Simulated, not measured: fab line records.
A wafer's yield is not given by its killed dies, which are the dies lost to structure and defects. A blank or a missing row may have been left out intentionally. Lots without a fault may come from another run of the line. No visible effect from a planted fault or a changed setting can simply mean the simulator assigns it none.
fab line records + flow n5_finfet
record
- lots=7
- wafers=39
route steps=1938 shown FIN_CUT@173 STI_FIN_REVEAL@190 DUMMY_GATE@243 SPACER0@260 SD_EPI_N@262 GATE_CUT@466
start_h: the number of hours between the record's first day and the start of the first shown wafer of the lot + wait_h: time in hours since the lot's previous step + " same as the row above + L1.1+2: a single row standing in for several wafers + - no value present, or no start provided + * or withheld: withheld + < > ~ a bound
route shown NAME@n: names a module that has steps shown in the file, with the first one's number in the route + usual: mean/standard deviation of fault-free wafers + same: alike in all rows + chamber/n: place in a boat + sites: the reading at each site + _std_site: the standard deviation of these + _edge_site: inner sites' mean taken away from outer sites' mean + radius_mm: how far each site lies from the wafer's centre + mask NAME#n: copy n + behind: tool/chamber where the wafer was last shaped + hold: what put the lot on hold/how long, in hours/how the hold closed + device: whichever transistor did not switch (one of n, p or np) + end of line: tests run on the same wafers once the route is complete + a step without rows: its recipe alone + killed: dies that structure and defects cost at the first sort, which is not the same as the wafer's yield + map: the dies of a wafer, with x for killed, . for not killed, _ for no die there
set.NAME: the setting as run; set.NAME@STEP: as run at that earlier step + model.NAME: the simulator's own value behind a step, which no gauge read
lots with deliberately changed settings; one table per step, one row per wafer
## steps
# step N5_FIN_CUT_CUT_ETCH_26
# recipe
- chemistry=CH3F/O2
- target=SiNx
- target_depth_a=390
- mask_material=SOC
- time_s=55.7
- pressure_mtorr=30
- source_w=395
- bias_w=73
- Ar_flow_sccm=150
- CH3F_flow_sccm=30
- O2_flow_sccm=20
- ion_energy_ev=120
# usual
- rf_vpp_V=300/4.2
| lot.wafer | tool        | chamber | start_h | wait_h | set.source_w | rf_vpp_V |
|-----------|-------------|---------|---------|--------|--------------|----------|
| L074.1    | rie_diel-06 | 0       | 28.10   | 0.0    | 395          | 302      |
| L074.2    | "           | 2       | "       | "      | 395          | 295      |
| L074.3    | "           | 1       | "       | "      | 395          | 305      |
| L074.4    | "           | 3       | "       | "      | 395          | 299      |
| L074.5    | "           | 0       | "       | "      | 395          | 303      |
| L074.6    | "           | 3       | "       | "      | 395          | 299      |
| L075.1    | rie_diel-03 | 0       | 33.06   | 0.0    | 421.8        | 293      |
| L075.2    | "           | 1       | "       | "      | 395          | 298      |
| L075.3    | "           | 3       | "       | "      | 421.8        | 283      |
| L075.4    | "           | 2       | "       | "      | 421.8        | 290      |
| L075.5    | "           | 3       | "       | "      | 395          | 292      |
| L075.6    | "           | 2       | "       | "      | 395          | 299      |
| L076.1    | rie_diel-06 | 1       | 39.07   | 0.0    | 454.4        | 285      |
| L076.2    | "           | 2       | "       | "      | 395          | 294      |
| L076.3    | "           | 3       | "       | "      | 454.4        | 280      |
| L076.4    | "           | 0       | "       | "      | 395          | 303      |
| L076.5    | "           | 1       | "       | "      | 395          | 305      |
| L076.6    | "           | 2       | "       | "      | 454.4        | 275      |
| L078.1    | rie_diel-06 | 0       | 51.87   | 0.0    | 424.6        | 292      |
| L078.2    | "           | 3       | "       | "      | 424.6        | 287      |
| L078.3    | "           | 1       | "       | "      | 395          | 305      |
| L078.4    | "           | 2       | "       | "      | 395          | 296      |
| L078.5    | "           | 3       | "       | "      | 424.6        | 288      |
| L078.6    | "           | 2       | "       | "      | 395          | 295      |
| L082.1    | rie_diel-06 | 3       | 76.54   | 0.0    | 395          | 299      |
| L082.2    | "           | 0       | "       | "      | 395          | 302      |
| L082.3    | "           | 1       | "       | "      | 395          | 306      |
| L082.4    | "           | 2       | "       | "      | 455          | 276      |
| L082.5    | "           | 2       | "       | "      | 455          | 276      |
| L082.6    | "           | 1       | "       | "      | 455          | 285      |
| L085.1    | rie_diel-06 | 2       | 96.82   | 0.0    | 395          | 293      |
| L085.3    | "           | 0       | "       | "      | 395          | 303      |
| L085.4    | "           | 1       | "       | "      | 395          | 306      |
| L086.1    | rie_diel-06 | 1       | 101.05  | 0.0    | 395          | 304      |
| L086.2    | "           | 2       | "       | "      | 366.5        | 306      |
| L086.3    | "           | 0       | "       | "      | 395          | 303      |
| L086.4    | "           | 1       | "       | "      | 366.5        | 315      |
| L086.5    | "           | 0       | "       | "      | 366.5        | 315      |
| L086.6    | "           | 2       | "       | "      | 395          | 294      |
# step N5_STI_FIN_REVEAL_ETCHBACK_08
# recipe
- chemistry=C4F6/O2
- target=SiO2
- target_depth_a=305
- time_s=10.167
- ion_energy_ev=250
- pressure_mtorr=30
- source_w=345
- bias_w=185
- Ar_flow_sccm=300
- C4F6_flow_sccm=10
- O2_flow_sccm=10
| lot.wafer        | tool        | chamber     | start_h | wait_h | set.target_depth_a |
|------------------|-------------|-------------|---------|--------|--------------------|
| L074.1+2+3+4+5+6 | rie_diel-01 | 3,0,2,1,1,0 | 34.34   | 0.2    | 305                |
| L075.1+2+3+4+5+6 | rie_diel-04 | 3,0,1,2,2,3 | 39.44   | 0.2    | 305                |
| L076.1+2+3+4+5+6 | rie_diel-02 | 2,0,3,1,2,3 | 45.38   | 0.3    | 305                |
| L078.1+2+3       | rie_diel-01 | 1,2,3       | 58.02   | 0.2    | 305                |
| L078.4+5+6       | "           | 0,2,3       | "       | "      | 291.1              |
| L082.1+5+6       | rie_diel-01 | 0,0,1       | 82.68   | 0.2    | 305                |
| L082.2+3+4       | "           | 1,2,3       | "       | "      | 348.9              |
| L085.1+3+4       | rie_diel-04 | 0,1,3       | 103.84  | 0.3    | 305                |
| L086.1+4+6       | rie_diel-01 | 3,1,1       | 107.40  | 0.3    | 305                |
| L086.2+3+5       | "           | 0,2,0       | "       | "      | 322.2              |
# step N5_STI_FIN_REVEAL_STRIP_24
# recipe
- chemistry=N2/H2
- time_s=90
- power_w=100
- temp_c=40
- pressure_mtorr=100
- rf_frequency_hz=6e+07
- bias_power_w=3
- n2_flow_sccm=300
- h2_flow_sccm=300
# step N5_STI_FIN_REVEAL_PRECLEAN_25
# recipe
- chemistry=SPM
- time_s=90
- temp_c=120
- mix=4:1
# step N5_STI_FIN_REVEAL_SRD_23
# recipe
- dry=ipa_marangoni
- time_s=30
- temp_c=23
- rinse_liquid=diw
# step N5_STI_FIN_REVEAL_FIN_H_MEAS_10
# usual
- trench_depth_nm=51.9/0.65
| lot.wafer | tool   | chamber | start_h | wait_h | set.target_depth_a@STI_FIN_REVEAL_ETCHBACK_08 | trench_depth_nm |
|-----------|--------|---------|---------|--------|-----------------------------------------------|-----------------|
| L074.1    | ocd-02 | -       | 37.31   | 0.0    | 305                                           | 51.6            |
| L074.2    | "      | -       | "       | "      | 305                                           | 51.5            |
| L074.3    | "      | -       | "       | "      | 305                                           | 51.1            |
| L074.4    | "      | -       | "       | "      | 305                                           | 52.0            |
| L074.5    | "      | -       | "       | "      | 305                                           | 51.8            |
| L074.6    | "      | -       | "       | "      | 305                                           | 51.3            |
| L075.1    | ocd-01 | -       | 42.45   | 0.0    | 305                                           | 51.6            |
| L075.2    | "      | -       | "       | "      | 305                                           | 51.8            |
| L075.3    | "      | -       | "       | "      | 305                                           | 52.0            |
| L075.4    | "      | -       | "       | "      | 305                                           | 51.1            |
| L075.5    | "      | -       | "       | "      | 305                                           | 51.2            |
| L075.6    | "      | -       | "       | "      | 305                                           | 52.1            |
| L076.1    | ocd-02 | -       | 48.35   | 0.0    | 305                                           | 52.4            |
| L076.2    | "      | -       | "       | "      | 305                                           | 52.3            |
| L076.3    | "      | -       | "       | "      | 305                                           | 51.8            |
| L076.4    | "      | -       | "       | "      | 305                                           | 52.0            |
| L076.5    | "      | -       | "       | "      | 305                                           | 52.0            |
| L076.6    | "      | -       | "       | "      | 305                                           | 51.9            |
| L078.1    | ocd-02 | -       | 61.00   | 0.0    | 305                                           | 52.6            |
| L078.2    | "      | -       | "       | "      | 305                                           | 51.7            |
| L078.3    | "      | -       | "       | "      | 305                                           | 51.3            |
| L078.4    | "      | -       | "       | "      | 291.1                                         | 50.0            |
| L078.5    | "      | -       | "       | "      | 291.1                                         | 49.7            |
| L078.6    | "      | -       | "       | "      | 291.1                                         | 50.6            |
| L082.1    | ocd-02 | -       | 85.67   | 0.0    | 305                                           | 51.2            |
| L082.2    | "      | -       | "       | "      | 348.9                                         | 56.7            |
| L082.3    | "      | -       | "       | "      | 348.9                                         | 55.5            |
| L082.4    | "      | -       | "       | "      | 348.9                                         | 55.2            |
| L082.5    | "      | -       | "       | "      | 305                                           | 51.1            |
| L082.6    | "      | -       | "       | "      | 305                                           | 52.5            |
| L085.1    | ocd-02 | -       | 106.84  | 0.0    | 305                                           | 51.8            |
| L085.3    | "      | -       | "       | "      | 305                                           | 52.8            |
| L085.4    | "      | -       | "       | "      | 305                                           | 52.7            |
| L086.1    | ocd-02 | -       | 110.41  | 0.0    | 305                                           | 51.7            |
| L086.2    | "      | -       | "       | "      | 322.2                                         | 53.8            |
| L086.3    | "      | -       | "       | "      | 322.2                                         | 53.5            |
| L086.4    | "      | -       | "       | "      | 305                                           | 52.5            |
| L086.5    | "      | -       | "       | "      | 322.2                                         | 53.8            |
| L086.6    | "      | -       | "       | "      | 305                                           | 52.9            |
# step N5_DUMMY_GATE_ETCH_31
# recipe
- chemistry=C4F6/O2
- target=SiO2
- mask_material=SOC
- target_depth_a=825
- time_s=27.5
- ion_energy_ev=250
- pressure_mtorr=30
- source_w=345
- bias_w=185
- Ar_flow_sccm=300
- C4F6_flow_sccm=10
- O2_flow_sccm=10
| lot.wafer | tool        | chamber | start_h | wait_h | set.target_depth_a | model.etch.depth_nm |
|-----------|-------------|---------|---------|--------|--------------------|---------------------|
| L074.1    | rie_diel-03 | 2       | 50.66   | 0.3    | 825                | 80.43               |
| L074.2    | "           | 0       | "       | "      | 825                | 84.4                |
| L074.3    | "           | 1       | "       | "      | 825                | 81.04               |
| L074.4    | "           | 3       | "       | "      | 825                | 81.48               |
| L074.5    | "           | 0       | "       | "      | 825                | 83.85               |
| L074.6    | "           | 1       | "       | "      | 825                | 81.33               |
| L075.1    | rie_diel-06 | 0       | 52.43   | 0.0    | 825                | 82.13               |
| L075.2    | "           | 2       | "       | "      | 825                | 83.4                |
| L075.3    | "           | 1       | "       | "      | 825                | 82.52               |
| L075.4    | "           | 3       | "       | "      | 825                | 80.99               |
| L075.5    | "           | 2       | "       | "      | 825                | 83.51               |
| L075.6    | "           | 1       | "       | "      | 825                | 81.64               |
| L076.1    | rie_diel-05 | 3       | 58.31   | 0.0    | 795.2              | 77.12               |
| L076.2    | "           | 2       | "       | "      | 825                | 83.51               |
| L076.3    | "           | 1       | "       | "      | 795.2              | 80.3                |
| L076.4    | "           | 0       | "       | "      | 825                | 83.16               |
| L076.5    | "           | 1       | "       | "      | 795.2              | 80.04               |
| L076.6    | "           | 2       | "       | "      | 825                | 84.36               |
| L078.1    | rie_diel-06 | 1       | 71.03   | 0.0    | 916.5              | 91.53               |
| L078.2    | "           | 3       | "       | "      | 825                | 80.38               |
| L078.3    | "           | 2       | "       | "      | 825                | 83.68               |
| L078.4    | "           | 0       | "       | "      | 825                | 82.12               |
| L078.5    | "           | 3       | "       | "      | 916.5              | 90.54               |
| L078.6    | "           | 0       | "       | "      | 916.5              | 91.52               |
| L082.1    | rie_diel-06 | 1       | 95.39   | 0.2    | 825                | 82.74               |
| L082.2    | "           | 2       | "       | "      | 771.2              | 78.6                |
| L082.3    | "           | 0       | "       | "      | 825                | 82.08               |
| L082.4    | "           | 2       | "       | "      | 771.2              | 77.69               |
| L082.5    | "           | 1       | "       | "      | 825                | 82.51               |
| L082.6    | "           | 0       | "       | "      | 771.2              | 76.14               |
| L085.1    | rie_diel-03 | 2       | 116.58  | 0.0    | 825                | 80.09               |
| L085.3    | "           | 3       | "       | "      | 825                | 81.47               |
| L085.4    | "           | 2       | "       | "      | 825                | 79.84               |
| L086.1    | rie_diel-06 | 0       | 119.90  | 0.0    | 825                | 81.16               |
| L086.2    | "           | 1       | "       | "      | 825                | 82.61               |
| L086.3    | "           | 2       | "       | "      | 825                | 83.33               |
| L086.4    | "           | 3       | "       | "      | 825                | 81.01               |
| L086.5    | "           | 3       | "       | "      | 825                | 80.67               |
| L086.6    | "           | 0       | "       | "      | 825                | 82.02               |
# step N5_SPACER0_ALD_08
# recipe
- material=SiNx
- target_thk_a=20
- temp_c=400
- ald_precursor_family=SiH2I2
- ald_co_reactant=N2/H2-plasma
- pressure_torr=2
| lot.wafer        | tool       | chamber     | start_h | wait_h | set.target_thk_a | model.SiNx_of_SPACER0_ALD_08.thk_nm |
|------------------|------------|-------------|---------|--------|------------------|-------------------------------------|
| L074.1+3+6       | ald_sin-03 | 2,0,0       | 51.85   | 0.1    | 20               | 2                                   |
| L074.2+4+5       | "          | 3,1,1       | "       | "      | 23.17            | 2.4                                 |
| L075.1+2+4       | ald_sin-01 | 1,3,2       | 53.60   | 0.1    | 20               | 2                                   |
| L075.3+5+6       | "          | 0,2,3       | "       | "      | 16.86            | 1.6                                 |
| L076.1+2+6       | ald_sin-01 | 1,3,0       | 59.60   | 0.1    | 20               | 2                                   |
| L076.3+4+5       | "          | 2,0,1       | "       | "      | 17.95            | 1.8                                 |
| L078.1+2+6       | ald_sin-02 | 1,2,1       | 72.21   | 0.1    | 20               | 2                                   |
| L078.3+4+5       | "          | 3,0,0       | "       | "      | 17.62            | 1.8                                 |
| L082.1+4+6       | ald_sin-01 | 3,2,0       | 97.63   | 0.1    | 22.73            | 2.2                                 |
| L082.2+3+5       | "          | 0,1,1       | "       | "      | 20               | 2                                   |
| L085.1+3+4       | ald_sin-02 | 3,2,1       | 117.75  | 0.1    | 20               | 2                                   |
| L086.1+2+3+4+5+6 | ald_sin-01 | 3,2,1,0,0,3 | 121.08  | 0.1    | 20               | 2                                   |
# step N5_SD_EPI_N_COAT_32
# recipe
- resist=SOC
- temp_c=250
- time_s=60
- spin_rpm=1500
- resist_thk_nm=350
# step N5_SD_EPI_N_SD_RECESS_17
# recipe
- chemistry=HBr/Cl2/O2
- target_depth_a=410
- mask_material=SOC
- time_s=23.7
- bt_time_s=3
- pressure_mtorr=10
- icp_w=800
- bias_w=112
- HBr_flow_sccm=150
- Cl2_flow_sccm=80
- O2_flow_sccm=12
# step N5_SD_EPI_N_STRIP_38
# recipe
- chemistry=N2/H2
- power_w=1000
- temp_c=250
- h2_frac=0.65
- overash_fraction=0.3
- pressure_mtorr=withheld
- n2_flow_sccm=1750
- h2_flow_sccm=3250
# step N5_SD_EPI_N_WET_ETCH_43
# recipe
- chemistry=dHF
- dilution=withheld
- time_s=14
- target=SiO2
- target_depth_a=15
- temp_c=25
| lot.wafer      | tool         | chamber   | start_h | wait_h | set.target_thk_a@SPACER0_ALD_08 | model.SiNx_of_SPACER0_ALD_08.thk_nm |
|----------------|--------------|-----------|---------|--------|---------------------------------|-------------------------------------|
| L074.1+3+6     | wet_bench-03 | 7,3,6     | 53.23   | -      | 20                              | 1.6                                 |
| L074.2+4+5     | "            | 5,2,4     | "       | "      | 23.17                           | 1.8                                 |
| L075.1+2+4     | wet_bench-03 | 1,5,4     | 55.12   | -      | 20                              | 1.6                                 |
| L075.3+5+6     | "            | 0,6,7     | "       | "      | 16.86                           | 1.2                                 |
| L076.1+2+6     | wet_bench-05 | 1,2,5     | 61.12   | -      | 20                              | 1.6                                 |
| L076.3+4+5     | "            | 3,6,4     | "       | "      | 17.95                           | 1.4                                 |
| L078.1+2+6     | wet_bench-05 | 4,3,7     | 74.02   | -      | 20                              | 1.6                                 |
| L078.3+4       | "            | 2,6       | "       | "      | 17.62                           | 1.2                                 |
| L078.5         | "            | 5         | "       | "      | 17.62                           | 1.4                                 |
| L082.1+4+6     | wet_bench-06 | 5,6,1     | 99.39   | -      | 22.73                           | 1.8                                 |
| L082.2+3+5     | "            | 0,7,4     | "       | "      | 20                              | 1.6                                 |
| L085.1+3+4     | wet_bench-03 | 2,3,4     | 119.15  | -      | 20                              | 1.6                                 |
| L086.1+3+4+5+6 | wet_bench-06 | 1,5,4,0,6 | 122.60  | -      | 20                              | 1.6                                 |
| L086.2         | "            | 7         | "       | "      | 20                              | 1.4                                 |
# step N5_GATE_CUT_ETCH_56
# recipe
- chemistry=Cl2/Ar
- target=TiN
- target_depth_a=216
- pressure_mtorr=10
- icp_w=600
- bias_w=60
- Cl2_flow_sccm=40
- Ar_flow_sccm=60
| lot.wafer | tool         | chamber | start_h | wait_h | set.icp_w | model.etch.depth_nm |
|-----------|--------------|---------|---------|--------|-----------|---------------------|
| L074.1    | rie_metal-02 | 0       | 83.96   | 0.1    | 600       | 21.22               |
| L074.2    | "            | 1       | "       | "      | 659.9     | 24.07               |
| L074.3    | "            | 0       | "       | "      | 659.9     | 23.06               |
| L074.4    | "            | 1       | "       | "      | 600       | 22.12               |
| L074.5    | "            | 0       | "       | "      | 600       | 21.28               |
| L074.6    | "            | 1       | "       | "      | 659.9     | 23.91               |
| L075.1    | rie_metal-01 | 1       | 86.60   | 0.2    | 600       | 21.06               |
| L075.2    | "            | 1       | "       | "      | 600       | 21.28               |
| L075.3    | "            | 1       | "       | "      | 600       | 21.1                |
| L075.4    | "            | 1       | "       | "      | 600       | 21.22               |
| L075.5    | "            | 1       | "       | "      | 600       | 21.14               |
| L075.6    | "            | 1       | "       | "      | 600       | 21.16               |
| L076.1    | rie_metal-02 | 1       | 91.08   | 0.1    | 600       | 22.14               |
| L076.2    | "            | 0       | "       | "      | 705.7     | 24.66               |
| L076.3    | "            | 0       | "       | "      | 705.7     | 24.37               |
| L076.4    | "            | 1       | "       | "      | 705.7     | 25.94               |
| L076.5    | "            | 1       | "       | "      | 600       | 22.19               |
| L076.6    | "            | 0       | "       | "      | 600       | 21.41               |
| L078.1    | rie_metal-03 | 0       | 104.35  | 0.1    | 600       | 20.79               |
| L078.2    | "            | 1       | "       | "      | 600       | 22.45               |
| L078.3    | "            | 1       | "       | "      | 600       | 22.29               |
| L078.4    | "            | 0       | "       | "      | 600       | 20.64               |
| L078.5    | "            | 0       | "       | "      | 600       | 20.8                |
| L078.6    | "            | 1       | "       | "      | 600       | 22.13               |
| L082.1    | rie_metal-01 | 1       | 128.71  | 0.2    | 692       | 24.19               |
| L082.2    | "            | 1       | "       | "      | 600       | 21.26               |
| L082.3    | "            | 1       | "       | "      | 600       | 21.18               |
| L082.4    | "            | 1       | "       | "      | 600       | 21.41               |
| L082.5    | "            | 1       | "       | "      | 692       | 24.07               |
| L082.6    | "            | 1       | "       | "      | 692       | 23.96               |
| L085.1    | rie_metal-03 | 0       | 151.08  | 0.1    | 600       | 20.85               |
| L085.3    | "            | 1       | "       | "      | 600       | 22.24               |
| L085.4    | "            | 0       | "       | "      | 600       | 20.66               |
| L086.1    | rie_metal-01 | 1       | 154.59  | 0.1    | 600       | 21.19               |
| L086.2    | "            | 0       | "       | "      | 692.3     | 24.07               |
| L086.3    | "            | 1       | "       | "      | 600       | 21.08               |
| L086.4    | "            | 0       | "       | "      | 600       | 21.45               |
| L086.5    | "            | 1       | "       | "      | 692.3     | 23.79               |
| L086.6    | "            | 0       | "       | "      | 692.3     | 24.29               |
# step N5_GATE_CUT_HM_DEP_46
# recipe
- material=SiO2
- target_thk_a=1300
- temp_c=400
- precursor=TEOS/O2
- pressure_torr=6.5
- rf_w=900
- teos_flow_sccm=161.4
- gas=O2
- flow_sccm=2650
- time_s=26.6
| lot.wafer | tool     | chamber | start_h | wait_h | set.time_s | model.SiO2_of_GATE_CUT_HM_DEP_46.thk_nm |
|-----------|----------|---------|---------|--------|------------|-----------------------------------------|
| L074.1    | pecvd-04 | 2       | 87.05   | 0.0    | 23.36      | 117                                     |
| L074.2    | "        | 0       | "       | "      | 26.6       | 131.6                                   |
| L074.3    | "        | 1       | "       | "      | 23.36      | 112                                     |
| L074.4    | "        | 0       | "       | "      | 26.6       | 133.6                                   |
| L074.5    | "        | 1       | "       | "      | 23.36      | 115                                     |
| L074.6    | "        | 2       | "       | "      | 26.6       | 134.2                                   |
| L075.1    | pecvd-04 | 2       | 90.38   | 0.0    | 26.6       | 131.2                                   |
| L075.2    | "        | 1       | "       | "      | 27.93      | 133.6                                   |
| L075.3    | "        | 0       | "       | "      | 27.93      | 136.8                                   |
| L075.4    | "        | 1       | "       | "      | 27.93      | 134.8                                   |
| L075.5+6  | "        | 2,0     | "       | "      | 26.6       | 132.6                                   |
| L076.1    | pecvd-02 | 2       | 95.93   | 0.0    | 23.94      | 114.8                                   |
| L076.2    | "        | 1       | "       | "      | 23.94      | 117.2                                   |
| L076.3    | "        | 0       | "       | "      | 23.94      | 117.8                                   |
| L076.4    | "        | 0       | "       | "      | 26.6       | 130.8                                   |
| L076.5    | "        | 2       | "       | "      | 26.6       | 131.2                                   |
| L076.6    | "        | 1       | "       | "      | 26.6       | 131.6                                   |
| L078.1    | pecvd-04 | 0       | 107.43  | 0.0    | 26.6       | 131                                     |
| L078.2    | "        | 1       | "       | "      | 26.6       | 128.4                                   |
| L078.3    | "        | 0       | "       | "      | 23.92      | 120.6                                   |
| L078.4    | "        | 1       | "       | "      | 26.6       | 129.4                                   |
| L078.5    | "        | 0       | "       | "      | 23.92      | 121.2                                   |
| L078.6    | "        | 1       | "       | "      | 23.92      | 116.8                                   |
| L082.1    | pecvd-03 | 1       | 131.95  | 0.0    | 30.33      | 144.6                                   |
| L082.2    | "        | 0       | "       | "      | 26.6       | 131.4                                   |
| L082.3    | "        | 1       | "       | "      | 30.33      | 145.4                                   |
| L082.4    | "        | 0       | "       | "      | 26.6       | 132                                     |
| L082.5    | "        | 1       | "       | "      | 30.33      | 147.4                                   |
| L082.6    | "        | 0       | "       | "      | 26.6       | 132.8                                   |
| L085.1    | pecvd-04 | 1       | 154.25  | 0.0    | 26.6       | 129.6                                   |
| L085.3+4  | "        | 0,1     | "       | "      | 26.6       | 129.8                                   |
| L086.1    | pecvd-02 | 1       | 157.80  | 0.0    | 26.6       | 127.6                                   |
| L086.2    | "        | 0       | "       | "      | 26.6       | 128.8                                   |
| L086.3    | "        | 2       | "       | "      | 26.6       | 128                                     |
| L086.4    | "        | 0       | "       | "      | 30.05      | 146.6                                   |
| L086.5    | "        | 1       | "       | "      | 30.05      | 147.8                                   |
| L086.6    | "        | 2       | "       | "      | 30.05      | 145                                     |
# step N5_GATE_CUT_COAT_34
# recipe
- resist=SOC
- temp_c=250
- time_s=60
- spin_rpm=1500
- resist_thk_nm=60
# step N5_GATE_CUT_COAT_35
# recipe
- resist=SiARC
- temp_c=220
- time_s=60
- spin_rpm=1500
- resist_thk_nm=10
# step N5_GATE_CUT_STRIP_38
# recipe
- chemistry=N2/H2
- temp_c=40
- n2_flow_sccm=200
- h2_flow_sccm=200
- rf_frequency_hz=6e+07
# step N5_GATE_CUT_STRIP_39
# recipe
- chemistry=N2/H2
- temp_c=40
- n2_flow_sccm=200
- h2_flow_sccm=200
- rf_frequency_hz=6e+07
# step N5_GATE_CUT_HM_OPEN_40
# recipe
- chemistry=C4F6/O2
- target=SiO2
- mask_material=SiARC
- target_depth_a=1390
- time_s=85.1
- ion_energy_ev=250
- pressure_mtorr=30
- source_w=345
- bias_w=185
- Ar_flow_sccm=300
- C4F6_flow_sccm=10
- O2_flow_sccm=10
- ends=cleared
# usual
- etch_rf_on_time_s=94.8/2.1
| lot.wafer | tool        | chamber | start_h | wait_h | set.time_s@GATE_CUT_HM_DEP_46 | etch_rf_on_time_s | model.etch.depth_nm | model.SOC_of_GATE_CUT_COAT_34.thk_nm |
|-----------|-------------|---------|---------|--------|-------------------------------|-------------------|---------------------|--------------------------------------|
| L074.1    | rie_diel-05 | 3       | 87.79   | 0.0    | 23.36                         | 86.7              | 117.1               | 36.2                                 |
| L074.2    | "           | 0       | "       | "      | 26.6                          | 95.9              | 131.7               | 32.8                                 |
| L074.3    | "           | 1       | "       | "      | 23.36                         | 80.7              | 111.9               | 37                                   |
| L074.4    | "           | 2       | "       | "      | 26.6                          | 93.2              | 133.5               | 32                                   |
| L074.5    | "           | 0       | "       | "      | 23.36                         | 83.0              | 115.1               | 36.4                                 |
| L074.6    | "           | 1       | "       | "      | 26.6                          | 96.6              | 134.1               | 32.2                                 |
| L075.1    | rie_diel-06 | 0       | 91.17   | 0.0    | 26.6                          | 95.0              | 131.2               | 32.8                                 |
| L075.2    | "           | 2       | "       | "      | 27.93                         | 94.8              | 133.7               | 32.4                                 |
| L075.3    | "           | 1       | "       | "      | 27.93                         | 98.7              | 136.7               | 30.8                                 |
| L075.4    | "           | 3       | "       | "      | 27.93                         | 98.5              | 134.8               | 32.2                                 |
| L075.5    | "           | 1       | "       | "      | 26.6                          | 95.7              | 132.6               | 32                                   |
| L075.6    | "           | 0       | "       | "      | 26.6                          | 96.9              | 132.6               | 32.4                                 |
| L076.1    | rie_diel-05 | 3       | 96.71   | 0.0    | 23.94                         | 85.6              | 114.9               | 36.2                                 |
| L076.2    | "           | 2       | "       | "      | 23.94                         | 82.7              | 117.3               | 35                                   |
| L076.3    | "           | 1       | "       | "      | 23.94                         | 84.6              | 117.8               | 35.4                                 |
| L076.4    | "           | 0       | "       | "      | 26.6                          | 94.4              | 130.8               | 32.8                                 |
| L076.5    | "           | 1       | "       | "      | 26.6                          | 94.5              | 131.2               | 32.8                                 |
| L076.6    | "           | 2       | "       | "      | 26.6                          | 91.5              | 131.5               | 32.4                                 |
| L078.1    | rie_diel-06 | 3       | 108.08  | 0.0    | 26.6                          | 96.1              | 131                 | 32.8                                 |
| L078.2    | "           | 2       | "       | "      | 26.6                          | 91.5              | 128.4               | 33.8                                 |
| L078.3    | "           | 0       | "       | "      | 23.92                         | 88.2              | 120.6               | 34.8                                 |
| L078.4    | "           | 1       | "       | "      | 26.6                          | 93.1              | 129.5               | 32.6                                 |
| L078.5    | "           | 1       | "       | "      | 23.92                         | 87.5              | 121.3               | 34.2                                 |
| L078.6    | "           | 2       | "       | "      | 23.92                         | 83.1              | 116.7               | 35.8                                 |
| L082.1    | rie_diel-06 | 1       | 132.83  | 0.0    | 30.33                         | 103.3             | 144.6               | 29.4                                 |
| L082.2    | "           | 2       | "       | "      | 26.6                          | 94.0              | 131.3               | 33                                   |
| L082.3    | "           | 0       | "       | "      | 30.33                         | 105.4             | 145.5               | 30                                   |
| L082.4    | "           | 3       | "       | "      | 26.6                          | 97.7              | 132.1               | 32.6                                 |
| L082.5    | "           | 3       | "       | "      | 30.33                         | 108.7             | 147.5               | 29.4                                 |
| L082.6    | "           | 2       | "       | "      | 26.6                          | 96.4              | 132.9               | 32.6                                 |
| L085.1    | rie_diel-06 | 1       | 155.70  | 0.0    | 26.6                          | 91.9              | 129.6               | 32.2                                 |
| L085.3    | "           | 2       | "       | "      | 26.6                          | 92.0              | 129.8               | 33.2                                 |
| L085.4    | "           | 0       | "       | "      | 26.6                          | 93.8              | 129.7               | 32.8                                 |
| L086.1    | rie_diel-06 | 3       | 158.92  | 0.0    | 26.6                          | 94.4              | 127.6               | 33.6                                 |
| L086.2    | "           | 2       | "       | "      | 26.6                          | 92.6              | 128.9               | 33.8                                 |
| L086.3    | "           | 1       | "       | "      | 26.6                          | 93.5              | 128.1               | 33                                   |
| L086.4    | "           | 0       | "       | "      | 30.05                         | 107.4             | 146.6               | 29.4                                 |
| L086.5    | "           | 0       | "       | "      | 30.05                         | 109.5             | 147.9               | 29.4                                 |
| L086.6    | "           | 1       | "       | "      | 30.05                         | 104.8             | 145.1               | 29.4                                 |
## key
split
- step=N5_FIN_CUT_CUT_ETCH_26
- setting=source_w
- stated=395
- by=wafer
response
- step=N5_FIN_CUT_CUT_ETCH_26
- reading=rf_vpp_V
- change=-1.44
- per=1%
- r=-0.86
split
- step=N5_STI_FIN_REVEAL_ETCHBACK_08
- setting=target_depth_a
- stated=305
- by=wafer
response
- step=N5_STI_FIN_REVEAL_FIN_H_MEAS_10
- reading=trench_depth_nm
- change=+0.293
- per=1%
- r=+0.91
split
- step=N5_DUMMY_GATE_ETCH_31
- setting=target_depth_a
- stated=825
- by=wafer
response
- step=N5_DUMMY_GATE_ETCH_31
- reading=model.etch.depth_nm
- change=+0.84
- per=1%
- r=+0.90
split
- step=N5_SPACER0_ALD_08
- setting=target_thk_a
- stated=20
- by=wafer
response
- step=N5_SPACER0_ALD_08
- reading=model.SiNx_of_SPACER0_ALD_08.thk_nm
- change=+0.0213
- per=1%
- r=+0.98
response
- step=N5_SD_EPI_N_WET_ETCH_43
- reading=model.SiNx_of_SPACER0_ALD_08.thk_nm
- change=+0.0196
- per=1%
- r=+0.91
split
- step=N5_GATE_CUT_ETCH_56
- setting=icp_w
- stated=600
- by=wafer
response
- step=N5_GATE_CUT_ETCH_56
- reading=model.etch.depth_nm
- change=+0.183
- per=1%
- r=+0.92
split
- step=N5_GATE_CUT_HM_DEP_46
- setting=time_s
- stated=26.6
- by=wafer
response
- step=N5_GATE_CUT_HM_DEP_46
- reading=model.SiO2_of_GATE_CUT_HM_DEP_46.thk_nm
- change=+1.24
- per=1%
- r=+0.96
response
- step=N5_GATE_CUT_HM_OPEN_40
- reading=etch_rf_on_time_s
- change=*
- per=1%
- r=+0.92
response
- step=N5_GATE_CUT_HM_OPEN_40
- reading=model.etch.depth_nm
- change=+1.24
- per=1%
- r=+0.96
response
- step=N5_GATE_CUT_HM_OPEN_40
- reading=model.SOC_of_GATE_CUT_COAT_34.thk_nm
- change=-0.268
- per=1%
- r=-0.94
